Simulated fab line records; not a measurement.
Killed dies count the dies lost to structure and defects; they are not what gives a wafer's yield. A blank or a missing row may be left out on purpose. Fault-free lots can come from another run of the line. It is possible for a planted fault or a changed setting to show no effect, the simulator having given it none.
Commonality check across tools :: flow nandHarc :: 2 lots and 6 wafers in the sample

## WHY THIS WAS OPENED
On 2 of the 2 lots, a flag is raised at NHARC_END_SORT_01 on the reading killedDies. Wafers without a fault read 50, standard deviation 15.
Rule: flag the lot when none of its wafers has a number, or when each of its wafers that has one lies beyond 4 standard deviations from that mean. All remaining lots are regarded as sound.

lot: L248
measured: day 25 19:31
on: prober-01
killedDies, wafer by wafer: 677 677 677
flag: FLAGGED

lot: L249
measured: day 26 02:25
on: prober-02
killedDies, wafer by wafer: 677 677 677
flag: FLAGGED
On average the flagged lots' numbers are 677, which is +627 against the usual, or +42 standard deviations.

## LOT BY LOT: THE TOOL USED
The record holds 4 process steps before the reading, out of a route of 1302 steps. Cell contents, in order: the tool; ch with the chambers the sampled wafers went through; the start.
lot: L248
flag: FLAGGED
NHARC_A_STAIRCASE_CVD_552: lpcvd-01 ch 1, day 19 06:28
NHARC_THIN_TSV_CMP_01: no row
NHARC_THIN_TSV_DEGAS_49: no row
NHARC_THIN_TSV_PVD_19: no row

lot: L249
flag: FLAGGED
NHARC_A_STAIRCASE_CVD_552: lpcvd-01 ch 1, day 19 06:28
NHARC_THIN_TSV_CMP_01: no row
NHARC_THIN_TSV_DEGAS_49: no row
NHARC_THIN_TSV_PVD_19: no row
What the steps here do:
- NHARC_A_STAIRCASE_CVD_552: deposits SiNx, target thk 40 nm.
- NHARC_THIN_TSV_CMP_01: polishes.
- NHARC_THIN_TSV_DEGAS_49: time 120 s.
- NHARC_THIN_TSV_PVD_19: deposits TaN, target thk 20 nm.
- NHARC_END_SORT_01

## FLAGGED AGAINST TOTAL, ONE TOOL AT A TIME (gauges that did the reading follow at the end)
step: NHARC_A_STAIRCASE_CVD_552
tool: lpcvd-01
lots run: 2
flagged: 2
share of the flagged lots: all
sound lots run after its first flagged lot: 0

step: NHARC_END_SORT_01
tool: prober-01
lots run: 1
flagged: 1
share of the flagged lots: some
sound lots run after its first flagged lot: 0

step: NHARC_END_SORT_01
tool: prober-02
lots run: 1
flagged: 1
share of the flagged lots: some
sound lots run after its first flagged lot: 0

## WHAT THE TABLE PERMITS
In the table, 1 row covers all flagged lots: lpcvd-01 at NHARC_A_STAIRCASE_CVD_552.
- lpcvd-01 at NHARC_A_STAIRCASE_CVD_552 ran 2 lots, 2 of them flagged. Because this sample shows no sound lot run on it before its first flagged lot, the start cannot be pinned down more closely.
Left over: one tool, lpcvd-01 at NHARC_A_STAIRCASE_CVD_552.

## WHAT HAD BEEN PUT IN BY THE SIMULATOR
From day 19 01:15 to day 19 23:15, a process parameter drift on lpcvd-01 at NHARC_A_STAIRCASE_CVD_552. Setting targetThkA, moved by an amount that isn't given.
Lots struck among those shown: L248, L249. The rule above reached the same finding.
